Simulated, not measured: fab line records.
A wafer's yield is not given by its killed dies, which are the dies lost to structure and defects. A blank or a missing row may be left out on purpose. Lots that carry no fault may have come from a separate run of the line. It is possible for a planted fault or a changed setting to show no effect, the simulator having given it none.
Struck lot and sound lot, side by side / flow nand harc / 15 steps out of a route of 1302
Sound: these wafers, L403.3, L403.5, L403.6. Wafers struck: L409.3, L409.4, L409.6. Last of all comes the cause.
For every step that has rows: the tool of each side, followed by ch and its chambers, followed by its first start. Under that, the readings that differ: sound wafers / struck wafers / difference of the means / sigmas: that difference in standard deviations of wafers without a fault.
alike: readings with means less than 2 such deviations apart, plus words and numbers identical on both sides. not compared: withheld readings, readings lacking a value on some wafer, bounds such as >300 that could conceal the same value, and numbers that have no deviation in the record and whose values overlap.
A row with sigmas, a row that says differs or no value, or rows on one side alone: a step with any of these is where the two part. Non-overlapping numbers with no deviation appear without sigmas and do not part them. Lack of a reading on every wafer of one side parts them only where that side has two or more wafers.

NHARC_A_CHANNEL_HOLE_D2_ETCH_44: etches the open film in CF4/O2, target depth 140 nm, overetch 14 nm, time 77 s.
  sound on rie diel-06 ch 0,2,3, day 14 11:55; struck on rie diel-06 ch 1,2,3, day 18 06:49
reading=oes product au (a.u.); sound=1.011 0.997 1.004; struck=0.986 0.988 0.990; difference=-0.016; sigmas=-2
  alike: cf4 flow sccm, drypump motor current A, rf fwd power W, rf vpp V, showerhead plenum p Torr, throttle valve pct
  not compared: rf hours counter h
NHARC_A_CHANNEL_HOLE_D2_STRIP_28: strips in O2.
  sound on rie diel-06 ch 0,2,3; struck on rie diel-06 ch 0,2
  alike: drypump motor current A, oes product au, rf vpp V, showerhead plenum p Torr, throttle valve pct
  not compared: rf hours counter h
then, 2 steps without rows for these wafers: NHARC_A_CHANNEL_HOLE_D2_PRECLEAN_29 (cleans in SC1); NHARC_A_CHANNEL_HOLE_D2_SRD_30.
NHARC_A_CHANNEL_HOLE_D2_CD_MEAS_31:
  sound on cd sem-01, day 14 12:50; struck on cd sem-02, day 18 07:36
  alike: cd nm
NHARC_A_CHANNEL_HOLE_D2_XSEM_32:
  sound on xsem-02 ch 0, day 14 12:56; struck on xsem-02 ch 0, day 18 07:41
  alike: bot cd nm, bow nm, tilt deg
NHARC_A_CHANNEL_HOLE_D2_INSPECT_40:
  sound on defect inspect-02, day 14 13:01; struck on defect inspect-02, day 18 07:47
  alike: raw defect count
then, 3 steps without rows for these wafers: NHARC_A_CHANNEL_FILL_D2_PRECLEAN_00 (cleans in SC1); NHARC_A_CHANNEL_FILL_D2_SRD_01; NHARC_A_CHANNEL_FILL_D2_ALD_02 (deposits SiO2, target thk 6 nm, pulse time 10 s, ald cycles 60).
NHARC_A_CHANNEL_FILL_D2_ALD_03: deposits SiNx, target thk 6 nm, pulse time 60 s, ald cycles 58.
  sound on ald sin batch-03 ch 0; struck on ald sin batch-02 ch 0
  alike: chamber pressure Torr, precursor pulse height rel
  not compared: susceptor temp C
then, 1 step without rows for these wafers: NHARC_A_CHANNEL_FILL_D2_ALD_14 (deposits SiO2, target thk 2.5 nm, pulse time 10 s, ald cycles 25).
NHARC_A_CHANNEL_FILL_D2_ALD_15: deposits SiNx, target thk 2 nm, pulse time 60 s, ald cycles 19.
  sound on ald sin batch-02 ch 0, day 14 23:16; struck on ald sin batch-03 ch 0, day 18 18:59
reading=susceptor temp C (C); sound=630.17 629.93 629.98; struck=601.78 601.77 601.70; difference=-28.28; sigmas=-94
  alike: chamber pressure Torr, precursor pulse height rel
NHARC_A_CHANNEL_FILL_D2_ALD_16: deposits SiO2, target thk 1.5 nm, pulse time 10 s, ald cycles 15.
  sound on ald hk-03 ch 0,1,3, day 15 01:25; struck on ald hk-03 ch 0,1,2, day 18 21:03
  alike: heater power w, precursor pulse height rel, susceptor temp C
after that, 1 step had no rows for these wafers: NHARC_END_SORT_01.

WHERE THEY PART
First at NHARC_A_CHANNEL_HOLE_D2_ETCH_44; last, within this record, at NHARC_A_CHANNEL_FILL_D2_ALD_15. Later steps at which nothing parts them and some readings are alike: NHARC_A_CHANNEL_FILL_D2_ALD_16.

WHY: what the simulator had put in
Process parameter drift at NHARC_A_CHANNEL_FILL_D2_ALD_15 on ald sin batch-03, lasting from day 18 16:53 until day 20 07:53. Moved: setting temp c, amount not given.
